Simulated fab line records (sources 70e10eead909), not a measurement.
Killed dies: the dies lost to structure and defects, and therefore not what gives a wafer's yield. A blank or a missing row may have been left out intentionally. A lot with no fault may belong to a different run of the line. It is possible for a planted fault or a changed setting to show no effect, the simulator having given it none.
Chamber matching    flow nandHarc    NHARC_A_CHANNEL_FILL_D1_ALD_16 on aldHk-02 has 4 sister chambers
The step deposits SiO2, target thk 1.5 nm, pulse time 10 s, ald cycles 15. 8 wafers are shown with their chamber, then 10 later ones without.

== WAFERS, EACH WITH ITS CHAMBER ==
wafer   chamber  heaterPowerW (W)  precursorPulseHeightRel
L075.2  1        560               1.022
L081.3  1        548               0.962
L081.4  2        510               1.007
L083.1  3        468               1.024
L083.2  2        511               0.998
L083.5  0        475               0.966
L087.1  3        440               0.993
L087.2  0        461               0.989

== WAFERS WITH NO CHAMBER GIVEN ==
wafer   heaterPowerW (W)  precursorPulseHeightRel
L087.3  497               1.028
L091.3  506               0.994
L091.4  507               0.978
L091.6  525               1.013
L092.2  553               1.009
L092.4  496               1.008
L092.5  513               1.023
L096.1  490               0.978
L096.4  525               0.964
L096.6  496               1.013

== THE CHAMBER EACH PASSED THROUGH ==
wafer    from the rows above            in truth
L087.3   can't be placed: 2 or 0        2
L091.3   2                              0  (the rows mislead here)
L091.4   2                              2
L091.6   can't be placed: 2 or 1        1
L092.2   1                              1
L092.4   can't be placed: 2 or 0        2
L092.5   2                              2
L096.1   can't be placed: 0 or 2 or 3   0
L096.4   can't be placed: 2 or 1        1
L096.6   can't be placed: 2 or 0        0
Placed correctly: 3 of 10. Unplaceable from these rows: 6, with the true chamber sitting among the candidates in 6. Placed wrongly: 1.
How it was worked out, from the rows above alone: a wafer's distance from a chamber is the root of the sum, over the readings, of the square of ((its reading less the chamber's mean) divided by the reading's scatter). If the next closest chamber is less than 2 further off than the closest, the wafer can't be placed; otherwise it belongs to the closest. A chamber's mean is the mean of its shown wafers. The scatter: take each reading less its chamber's mean, square it, sum over the shown wafers, divide by the number of wafers less the number of chambers, and take the root.
